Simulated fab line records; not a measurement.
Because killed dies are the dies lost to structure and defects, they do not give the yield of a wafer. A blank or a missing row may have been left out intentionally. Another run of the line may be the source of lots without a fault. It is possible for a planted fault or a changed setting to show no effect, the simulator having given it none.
Lot-split experiment | flow n5Finfet | route with 1938 steps; 7 lots, 21 wafers read

SPLIT DETAILS
At N5_BEOL_M3_PECVD_72 (deposits SiO2 from TEOS/O2, target thk 16 nm, time 18 s), the setting timeS was moved away from the recipe's 18 s on 4 of the 21 wafers read, by -6.2% to +11.9%. The other wafers ran this setting at the recipe's value.

Reading taken at the split's own step.

THE READING
SiO2_of_BEOL_M3_PECVD_72.thkNm (the simulator's own value, which no gauge read), in nm, at N5_BEOL_M3_PECVD_72 (deposits SiO2 from TEOS/O2, target thk 16 nm, time 18 s). There is no usual value for it anywhere in the file. Here, 17 wafers ran the recipe; their average is 15.9 nm with a standard deviation of 0.26 nm.

wafer  | tool, chamber at the split | timeS as run, s | against the recipe | SiO2_of_BEOL_M3_PECVD_72.thkNm, nm | against lot-mates on the recipe
L079.3 | pecvd-03, 1,2              | 18              | recipe             | 16.2                               | -
L079.5 | pecvd-03, 1,2              | 18              | recipe             | 16.2                               | -
L079.6 | pecvd-03, 1                | 18              | recipe             | 16.4                               | -
L081.2 | pecvd-01, 1                | 18              | recipe             | 16                                 | -
L081.4 | pecvd-01, 1                | 18              | recipe             | 16.2                               | -
L081.6 | pecvd-01, 0                | 16.89           | -6.2%              | 15.4                               | -0.7
L087.2 | pecvd-01, 1,0              | 18              | recipe             | 15.8                               | -
L087.3 | pecvd-01, 1,0              | 18              | recipe             | 15.8                               | -
L087.6 | pecvd-01, 0                | 18              | recipe             | 16.2                               | -
L090.1 | pecvd-02, 1,0              | 18              | recipe             | 15.8                               | -
L090.6 | pecvd-02, 1,0              | 18              | recipe             | 15.8                               | -
L090.2 | pecvd-02, 2                | 18              | recipe             | 16                                 | -
L091.1 | pecvd-02, 1,0              | 18              | recipe             | 15.6                               | -
L091.4 | pecvd-02, 1,0              | 18              | recipe             | 15.6                               | -
L091.5 | pecvd-02, 1                | 18              | recipe             | 15.8                               | -
L097.3 | pecvd-03, 0                | 18              | recipe             | 16                                 | -
L097.4 | pecvd-03, 1                | 20.14           | +11.9%             | 17.8                               | +2.1
L097.5 | pecvd-03, 2                | 18              | recipe             | 15.4                               | -
L096.3 | pecvd-01, 0,1              | 18.79           | +4.4%              | 16.4                               | +0.4
L096.5 | pecvd-01, 0,1              | 18.79           | +4.4%              | 16.4                               | +0.4
L096.6 | pecvd-01, 0                | 18              | recipe             | 16                                 | -
The file does not say which wafer passed through which chamber wherever a row lists several chambers: such a row stands for several wafers.

THE FIT
A straight line over all 21 wafers: SiO2_of_BEOL_M3_PECVD_72.thkNm changes by +0.135 nm for each +1% of timeS; r = +0.86; the points scatter about the line by 0.26 nm.
The same after taking each lot's own level away (the mean of its wafers on the recipe; 21 wafers): +0.15 nm for each +1%; r = +0.94; scatter 0.19 nm.
That fit puts the effect of the largest move of timeS on the reading at 1.8 nm.
The span of the lots' own levels, 15.67 to 16.27 nm, comes to 2.3 times the standard deviation stated above.
Hence the slope depends on the lot-to-lot level, as the two fits are not the same.
Check: with one of the wafers moved furthest among these (+11.9%) left out of the fit, the line predicts +1.21 nm for it against its lot-mates. It came out at +2.1 nm against them.

THESE WAFERS: OTHER SPLITS
Other splits were also applied to these wafers ahead of the reading. Each is held against what the fit with the lots' levels taken away leaves over:
other split on the same wafers  | wafers away from the commonest value | r with SiO2_of_BEOL_M3_PECVD_72.thkNm (lot level and that fit taken away)
N5_BEOL_M2_HM_DEP_02 targetThkA | 6                                    | -0.27
N5_BEOL_M3_ILD_DEP_00 timeS     | 9                                    | +0.08

FILE'S OWN FIT
SiO2_of_BEOL_M3_PECVD_72.thkNm changes by +0.156 nm for each +1% of timeS, r = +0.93.
